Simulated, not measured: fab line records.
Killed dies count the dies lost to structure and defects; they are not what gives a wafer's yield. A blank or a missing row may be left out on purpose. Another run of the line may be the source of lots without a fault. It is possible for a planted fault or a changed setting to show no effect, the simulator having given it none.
fab line records    flow nand_harc
record lots=11  wafers=33  last_day=24
route steps=1159 shown P_ZERO_WELL@18
lots that met no fault: from a run of the same line without faults
start_h: the number of hours between the record's first day and the start of the first shown wafer of the lot    wait_h: hours from the lot's prior step to this one    " the same as in the row above    L1.1+2: a single row standing in for several wafers    - no value, or no start was given    * or withheld: withheld    < > ~ a bound
route shown NAME@n: a module of which the file shows steps, and the number in the route of the first    usual: the fault-free wafers' mean and standard deviation    same: alike in all rows    chamber/n: place in a boat    sites: each site's reading    _std_site: standard deviation of those values    _edge_site: the outer-site mean with the inner-site mean subtracted    radius_mm: for every site, how far away it sits from the centre of the wafer    mask NAME#n: copy n    behind: tool/chamber where the wafer was last shaped    hold: why the lot was held/for how many hours/how that ended    device: whichever transistor did not switch (one of n, p or np)    end of line: the route-end tests of the same wafers    a step given without rows: its recipe and nothing more    killed: the dies lost at the first sort to structure and to defects; this is not the yield of the wafer    map: shows each die of a wafer: x if killed, . if not, _ if none is there
set.NAME: the run value of the setting; set.NAME@STEP: its run value at that earlier step    model.NAME: the simulator's own value behind a step, which no gauge read
a sample of lots followed through the steps of the route, with each step as a table and each wafer as a row
services: when a tool's chamber went out of use (start_h, in hours from the record's first day, below 0 if earlier), for how many hours, and the reason
## steps
# step NHARC_P_ZERO_WELL_ETCH_62
# recipe target_depth_a=130  time_s=6.5  chf3_flow_sccm=50  ar_flow_sccm=200  rf_w=500  bias_w=200  chemistry=CHF3/Ar
# usual drypump_motor_current_A=5.4/0.39  mfc_ar_sccm=199.9/0.55  oes_product_au=0.955/0.017  rf_fwd_power_W=488.7/2.3  rf_vpp_V=370.6/1.9  showerhead_plenum_p_Torr=2.35/0.08  throttle_valve_pct=20.216/0.0096
# same time_s=6.5
lot.wafer  tool         chamber  start_h  wait_h  drypump_motor_current_A  mfc_ar_sccm  oes_product_au  rf_fwd_power_W  rf_hours_counter_h  rf_vpp_V  showerhead_plenum_p_Torr  throttle_valve_pct
L765.3     rie_diel-03  0        -        -       5.2                      200.0        0.952           488.3           11                  370.9     2.35                      20.237
L765.4     "            2        "        "       5.4                      199.4        0.967           490.3           -                   367.8     2.19                      20.221
L765.5     "            1        "        "       5.9                      200.2        0.955           490.6           -                   374.5     2.47                      20.219
L766.4     rie_diel-13  2        -        -       4.9                      199.9        0.959           488.4           7                   368.5     2.26                      20.225
L766.1     "            1        "        "       5.9                      200.4        0.958           490.7           6                   369.6     2.35                      20.203
L766.5     "            2        "        "       4.9                      199.1        0.962           490.4           -                   368.1     2.26                      20.195
L767.2     rie_diel-05  2        -        -       5.5                      200.8        0.939           485.2           2                   371.3     2.39                      20.211
L767.4     "            2        "        "       5.4                      200.5        0.939           488.5           -                   372.1     2.39                      20.217
L767.6     "            3        "        "       5.8                      199.8        0.958           491.4           -                   369.9     2.35                      20.209
L768.1     rie_diel-13  2        -        -       4.9                      200.7        0.938           486.8           9                   368.2     2.26                      20.234
L768.2     "            1        "        "       5.9                      200.1        0.965           492.9           7                   371.8     2.35                      20.209
L768.6     "            3        "        "       5.8                      199.0        0.941           489.6           -                   371.0     2.40                      20.226
L770.1     rie_diel-13  0        -        -       5.7                      200.1        0.977           484.4           7                   372.5     2.43                      20.214
L770.2     "            1        "        "       5.9                      199.6        0.966           492.0           8                   370.7     2.35                      20.192
L770.5     "            0        "        "       5.7                      199.8        0.986           486.4           -                   373.7     2.43                      20.198
L771.4     rie_diel-03  1        -        -       5.9                      199.9        0.953           488.3           0                   372.8     2.47                      20.191
L771.3     "            2        "        "       5.4                      200.4        0.947           486.4           0                   368.6     2.19                      20.226
L771.5     "            0        "        "       5.2                      200.3        0.964           487.0           -                   371.6     2.35                      20.212
L774.2     rie_diel-03  3        -        -       4.8                      200.7        0.956           486.9           1                   368.5     2.28                      20.209
L774.3     "            1        "        "       5.9                      199.9        0.965           489.5           1                   373.8     2.47                      20.223
L774.5     "            3        "        "       4.8                      199.5        0.955           488.9           -                   369.3     2.28                      20.214
L776.4     rie_diel-03  3        -        -       4.8                      199.6        0.941           486.3           2                   369.6     2.28                      20.216
L776.2     "            0        "        "       5.2                      200.5        0.968           488.0           3                   371.1     2.35                      20.208
L776.1     "            1        "        "       5.9                      199.6        0.978           488.1           2                   372.7     2.47                      20.218
L778.2     rie_diel-13  0        -        -       5.7                      200.2        0.969           488.2           11                  373.1     2.43                      20.226
L778.4     "            3        "        "       5.8                      200.7        0.966           489.5           -                   371.7     2.40                      20.220
L778.5     "            0        "        "       5.7                      200.2        0.968           487.2           -                   373.2     2.43                      20.233
L780.1     rie_diel-05  2        -        -       5.4                      199.5        0.961           485.8           9                   370.2     2.38                      20.216
L780.3     "            3        "        "       5.8                      199.7        0.959           492.5           9                   371.3     2.35                      20.224
L780.4     "            1        "        "       5.1                      199.3        0.976           494.0           9                   372.9     2.41                      20.213
L788.1     rie_diel-03  2        -        -       5.4                      200.5        0.943           485.4           8                   365.6     2.19                      20.209
L788.6     "            2        "        "       5.3                      199.7        0.940           488.7           -                   366.0     2.19                      20.212
L788.4     "            3        "        "       4.8                      199.4        0.947           487.7           -                   369.1     2.27                      20.219
# step NHARC_P_ZERO_WELL_ETCH_63
# recipe target_depth_a=1200  time_s=40.1  hbr_flow_sccm=150  cl2_flow_sccm=50  rf_w=400  icp_w=400  bias_w=100  chemistry=HBr/Cl2
# usual drypump_motor_current_A=6.0/0.52  hbr_flow_sccm=150.0/0.48  oes_product_au=1.000/0.0095  rf_fwd_power_W=394.7/1.9  throttle_valve_pct=26.406/0.01
# same time_s=40.1
lot.wafer  tool       chamber  start_h  wait_h  drypump_motor_current_A  hbr_flow_sccm  oes_product_au  rf_fwd_power_W  rf_hours_counter_h  throttle_valve_pct
L765.4     rie_si-01  2        13.70    -       4.7                      150.0          1.003           396.9           0.4                 26.413
L765.3     "          0        "        "       6.1                      150.1          1.004           392.0           0.4                 26.422
L765.5     "          2        "        "       4.7                      150.0          1.006           398.3           -                   26.407
L766.1     rie_si-02  1        19.67    -       6.6                      150.7          1.003           394.8           1.3                 26.398
L766.4     "          3        "        "       5.8                      150.4          1.008           396.5           1.1                 26.416
L766.5     "          1        "        "       6.6                      150.2          1.001           395.2           -                   26.400
L767.2     rie_si-02  1        25.70    -       6.6                      148.4          1.016           394.3           1.3                 26.419
L767.4     "          0        "        "       5.9                      149.6          1.015           394.8           1.2                 26.420
L767.6     "          2        "        "       5.9                      150.1          0.996           392.6           -                   26.388
L768.2     rie_si-06  3        31.65    -       6.0                      149.5          1.013           397.0           0.2                 26.405
L768.1     "          2        "        "       6.5                      150.4          1.010           394.1           0.2                 26.406
L768.6     "          0        "        "       6.2                      150.7          1.004           391.4           -                   26.411
L770.1     rie_si-02  2        43.56    -       5.9                      150.2          0.986           392.9           0.0                 26.418
L770.2     "          0        "        "       5.9                      149.4          1.002           395.5           0.0                 26.423
L770.5     "          3        "        "       5.8                      150.9          1.006           392.6           -                   26.413
L771.3     rie_si-01  1        49.67    -       6.4                      150.3          0.987           398.0           0.6                 26.400
L771.4     "          3        "        "       5.7                      151.1          1.002           393.9           0.9                 26.414
L771.5     "          1        "        "       6.4                      150.1          0.991           394.3           -                   26.408
L774.2     rie_si-06  3        67.67    -       6.0                      149.8          1.019           397.1           0.7                 26.409
L774.3     "          0        "        "       6.2                      150.1          1.004           393.3           0.6                 26.402
L774.5     "          2        "        "       6.5                      150.2          1.003           394.0           -                   26.406
L776.2     rie_si-02  0        79.65    -       5.8                      150.5          0.993           393.5           0.3                 26.411
L776.1     "          1        "        "       6.6                      149.9          0.988           396.0           0.3                 26.390
L776.4     "          3        "        "       5.8                      149.2          1.006           393.8           0.3                 26.416
L778.2     rie_si-01  2        91.74    -       4.7                      150.0          0.999           395.1           1.3                 26.421
L778.4     "          0        "        "       6.1                      149.1          0.996           394.6           1.1                 26.404
L778.5     "          2        "        "       4.8                      149.9          1.006           395.9           -                   26.402
L780.1     rie_si-02  3        103.55   -       5.8                      150.4          1.001           393.8           0.6                 26.417
L780.4     "          1        "        "       6.6                      150.1          0.994           393.1           0.6                 26.390
L780.3     "          2        "        "       5.9                      151.3          0.985           391.5           0.6                 26.395
L788.1     rie_si-06  1        151.63   -       6.5                      150.0          1.018           396.7           1.3                 26.412
L788.4     "          2        "        "       6.5                      149.6          1.006           393.3           1.3                 26.407
L788.6     "          1        "        "       6.5                      149.7          1.001           396.0           -                   26.407
# step NHARC_P_ZERO_WELL_EXPOSE_21
# recipe na=0.6  target_cd_nm=720  dose_mj=22.31  mask_id=P_NWELL
lot.wafer   tool            chamber  start_h  wait_h  mask
L765.3+4+5  krf_scanner-02  0        14.34    -       P_NWELL#0
L766.1+4+5  krf_scanner-01  0        20.44    -       P_NWELL#0
L767.2+4+6  krf_scanner-01  0        26.34    -       P_NWELL#0
L768.1+2+6  krf_scanner-03  0        32.42    -       P_NWELL#0
L770.1+2+5  krf_scanner-02  0        44.33    -       P_NWELL#0
L771.3+4+5  krf_scanner-02  0        50.33    -       P_NWELL#0
L774.2+3+5  krf_scanner-01  0        68.29    -       P_NWELL#0
L776.1+2+4  krf_scanner-02  0        80.33    -       P_NWELL#0
L778.2+4+5  krf_scanner-01  0        92.51    -       P_NWELL#0
L780.1+3+4  krf_scanner-01  0        104.32   -       P_NWELL_R1#0
L788.1+4+6  krf_scanner-03  0        152.38   -       P_NWELL#0
# step NHARC_P_ZERO_WELL_CD_MEAS_24
# recipe target_cd_nm=720  landing_energy_ev=500
# usual cd_nm=719.6/1.8
lot.wafer  tool       chamber  start_h  wait_h  cd_nm
L765.3     cd_sem-03  0        14.49    -       718.7
L765.4     "          0        "        "       719.8
L765.5     "          0        "        "       719.3
L766.1     cd_sem-03  0        20.59    -       722.5
L766.4     "          0        "        "       721.1
L766.5     "          0        "        "       720.1
L767.2     cd_sem-02  0        26.50    -       720.0
L767.4     "          0        "        "       715.6
L767.6     "          0        "        "       716.1
L768.1     cd_sem-02  0        32.58    -       720.8
L768.2     "          0        "        "       720.4
L768.6     "          0        "        "       716.7
L770.1     cd_sem-03  0        44.49    -       720.5
L770.2     "          0        "        "       721.5
L770.5     "          0        "        "       719.9
L771.3     cd_sem-01  0        50.48    -       719.7
L771.4     "          0        "        "       721.2
L771.5     "          0        "        "       720.7
L774.2     cd_sem-01  0        68.45    -       718.8
L774.3     "          0        "        "       718.3
L774.5     "          0        "        "       719.8
L776.1     cd_sem-02  0        80.49    -       716.2
L776.2     "          0        "        "       717.3
L776.4     "          0        "        "       719.2
L778.2     cd_sem-01  0        92.67    -       719.7
L778.4     "          0        "        "       721.3
L778.5     "          0        "        "       722.9
L780.1     cd_sem-01  0        104.48   -       707.4
L780.3     "          0        "        "       707.4
L780.4     "          0        "        "       710.9
L788.1     cd_sem-03  0        152.55   -       718.9
L788.4     "          0        "        "       718.0
L788.6     "          0        "        "       720.4
# step NHARC_P_ZERO_WELL_DESCUM_39
# recipe time_s=3  o2_flow_sccm=200  ar_flow_sccm=0  bias_power_w=0  chemistry=O2
# usual drypump_motor_current_A=5.5/0.37  mfc_ar_sccm=0.017/0.012  oes_product_au=0.996/0.01  rf_vpp_V=57.8/0.85  showerhead_plenum_p_Torr=1.93/0.059  throttle_valve_pct=11.312/0.0093
# same bias_power_w=0  time_s=3
lot.wafer  tool         chamber  start_h  wait_h  drypump_motor_current_A  mfc_ar_sccm  oes_product_au  rf_hours_counter_h  rf_vpp_V  showerhead_plenum_p_Torr  throttle_valve_pct
L765.3     rie_diel-03  3        16.32    -       4.8                      0.030        0.990           11                  56.6      1.86                      11.322
L765.4     "            0        "        "       5.2                      0.020        0.999           11                  56.5      1.92                      11.315
L765.5     "            0        "        "       5.2                      0.020        0.998           -                   58.6      1.92                      11.326
L766.1     rie_diel-05  3        22.43    -       5.8                      0.021        1.004           2                   57.7      1.92                      11.313
L766.5     "            1        "        "       5.1                      0.041        1.001           -                   58.7      1.97                      11.303
L766.4     "            2        "        "       5.4                      0            0.988           -                   57.5      1.95                      11.307
L767.2     rie_diel-13  3        28.31    -       5.8                      0.029        1.004           8                   59.4      1.96                      11.313
L767.4     "            1        "        "       5.9                      0.007        0.994           6                   59.2      1.92                      11.325
L767.6     "            3        "        "       5.8                      0.029        1.008           -                   58.0      1.96                      11.304
L768.1     rie_diel-13  3        34.38    -       5.8                      0.029        0.998           9                   58.9      1.96                      11.302
L768.2     "            1        "        "       5.9                      0.007        0.988           7                   56.8      1.92                      11.309
L768.6     "            3        "        "       5.8                      0.029        0.999           -                   58.6      1.96                      11.311
L770.1     rie_diel-13  2        46.16    -       4.9                      0.015        0.986           9                   57.4      1.84                      11.292
L770.2     "            0        "        "       5.7                      0.017        0.994           7                   57.9      1.99                      11.314
L770.5     "            3        "        "       5.8                      0.029        0.984           -                   58.0      1.96                      11.310
L771.4     rie_diel-03  3        52.30    -       4.8                      0.030        0.995           0                   57.4      1.86                      11.281
L771.3     "            0        "        "       5.2                      0.020        0.999           0                   58.7      1.92                      11.320
L771.5     "            1        "        "       5.9                      0            1.001           -                   58.1      2.02                      11.304
L774.3     rie_diel-05  1        70.25    -       5.1                      0.041        0.996           7                   59.1      1.97                      11.317
L774.2     "            3        "        "       5.8                      0.021        1.001           7                   57.3      1.92                      11.317
L774.5     "            3        "        "       5.8                      0.021        1.002           -                   57.5      1.92                      11.321
L776.1     rie_diel-03  2        82.34    -       5.4                      0.005        0.988           2                   56.3      1.78                      11.298
L776.4     "            3        "        "       4.8                      0.030        0.980           2                   57.9      1.86                      11.305
L776.2     "            1        "        "       5.8                      0            0.999           3                   57.4      2.02                      11.314
L778.2     rie_diel-13  0        94.34    -       5.7                      0.017        1.013           12                  58.1      1.99                      11.310
L778.4     "            0        "        "       5.7                      0.017        1.012           -                   58.1      1.99                      11.289
L778.5     "            0        "        "       5.7                      0.017        1.013           -                   58.0      1.99                      11.311
L780.4     rie_diel-03  1        106.29   -       5.9                      0            0.987           5                   57.4      2.02                      11.306
L780.3     "            3        "        "       4.8                      0.030        0.987           5                   56.8      1.86                      11.328
L780.1     "            0        "        "       5.2                      0.020        0.982           5                   58.6      1.91                      11.306
L788.1     rie_diel-13  0        154.26   -       5.7                      0.017        1.009           3                   57.8      1.99                      11.315
L788.4     "            2        "        "       4.9                      0.015        0.986           -                   56.8      1.84                      11.314
L788.6     "            3        "        "       5.8                      0.029        1.013           -                   57.9      1.96                      11.311
## services
tool            chamber  start_h  hours  kind
krf_scanner-02  -        5.42     0.3    repair
rie_diel-03     3        8.73     7.0    repair
rie_diel-13     2        14.56    1.2    repair
rie_si-02       -        34.00    9.0    pm
krf_scanner-02  -        38.29    4.0    pm
rie_diel-03     -        38.30    9.0    pm
rie_diel-13     -        56.16    0.4    repair
krf_scanner-02  -        68.71    1.9    repair
rie_si-02       -        77.09    1.9    repair
krf_scanner-01  -        84.00    4.0    pm
rie_diel-13     2        86.71    7.6    repair
rie_diel-05     -        87.75    0.1    repair
krf_scanner-02  -        91.53    2.4    repair
krf_scanner-01  -        97.70    1.1    repair
rie_diel-13     -        99.00    9.0    pm
krf_scanner-02  -        103.60   0.6    repair
rie_diel-03     0        106.68   6.1    repair
krf_scanner-02  -        109.95   0.4    repair
rie_diel-03     0        122.87   18.3   repair
rie_diel-13     0        125.01   3.0    repair
rie_diel-13     3        133.70   11.5   repair
krf_scanner-01  -        146.62   0.2    repair
rie_diel-13     1        148.44   9.1    repair
rie_diel-03     1        150.07   4.3    repair
## key
first_sign step=NHARC_P_ZERO_WELL_EXPOSE_21  reading=mask  direction=changed
effect step=NHARC_P_ZERO_WELL_CD_MEAS_24  reading=cd_nm  direction=down  sigmas=6.2  usual=719.6  struck=708.6
met_at NHARC_P_ZERO_WELL_EXPOSE_21
struck_lots L780
tester_left_out L780
not_acting_at NHARC_P_ZERO_WELL_ETCH_62,NHARC_P_ZERO_WELL_ETCH_63,NHARC_P_ZERO_WELL_DESCUM_39
onset_between 92.51 104.32
fault kind=wrong_mask  tool=any  chamber=-  onset_h=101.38  steps=NHARC_P_ZERO_WELL_EXPOSE_21  aux_copy=P_NWELL_R1#0  cd_offset_nm=-8.6309  scope=struck_lots_only
# tester_left_out: of these lots the tester's yield and bins aren't shown, on N5 and GAA mostly nor the transistor test; their killed dies are dies lost to structure and defects alone, not to doping, threshold or leakage, so they don't give the yield
